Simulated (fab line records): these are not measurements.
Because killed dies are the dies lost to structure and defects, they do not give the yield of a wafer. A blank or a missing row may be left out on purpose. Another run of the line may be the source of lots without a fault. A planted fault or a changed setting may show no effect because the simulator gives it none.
Matching of chambers | flow n5 finfet | rie si-01 running N5_FIN_SAQP_MANDREL1_REMOVE_56: 4 sister chambers
The step chemistry HBr/Cl2/O2, target a-Si, stops on SiNx, bt time 10 s. 4 wafers are shown with their chamber, then 8 later ones without.

WAFERS WITH THEIR CHAMBER
wafer  | chamber | throttle valve pct (%)
L074.6 | 1       | 36.93
L077.5 | 0       | 36.86
L078.4 | 2       | 36.51
L079.2 | 3       | 36.38

WAFERS MISSING THEIR CHAMBER
wafer  | throttle valve pct (%)
L079.3 | 36.84
L079.6 | 36.91
L082.2 | 36.36
L082.3 | 36.86
L082.5 | 36.37
L092.1 | 36.92
L092.2 | 36.37
L092.6 | 36.51

WHICH CHAMBER EACH WENT THROUGH
wafer  | from the rows above | in truth
L079.3 | 0                   | 0
L079.6 | 1                   | 1
L082.2 | 3                   | 3
L082.3 | 0                   | 0
L082.5 | 3                   | 3
L092.1 | 1                   | 1
L092.2 | 3                   | 3
L092.6 | 2                   | 2
Correct placement for 8 of the 8. Not placeable from these rows: 0. Placed wrongly: 0.
How it was worked out, from the rows above alone: a wafer's distance from a chamber is the root of the sum, over the readings, of the square of ((its reading less the chamber's mean) divided by the reading's scatter). If the next closest chamber is less than 2 further off than the closest, the wafer can't be placed; otherwise it belongs to the closest. A chamber's mean is the mean of its shown wafers. The scatter (one wafer shown for each chamber): square how far every hidden wafer sits from the nearest shown wafer, average those squares and take the square root.
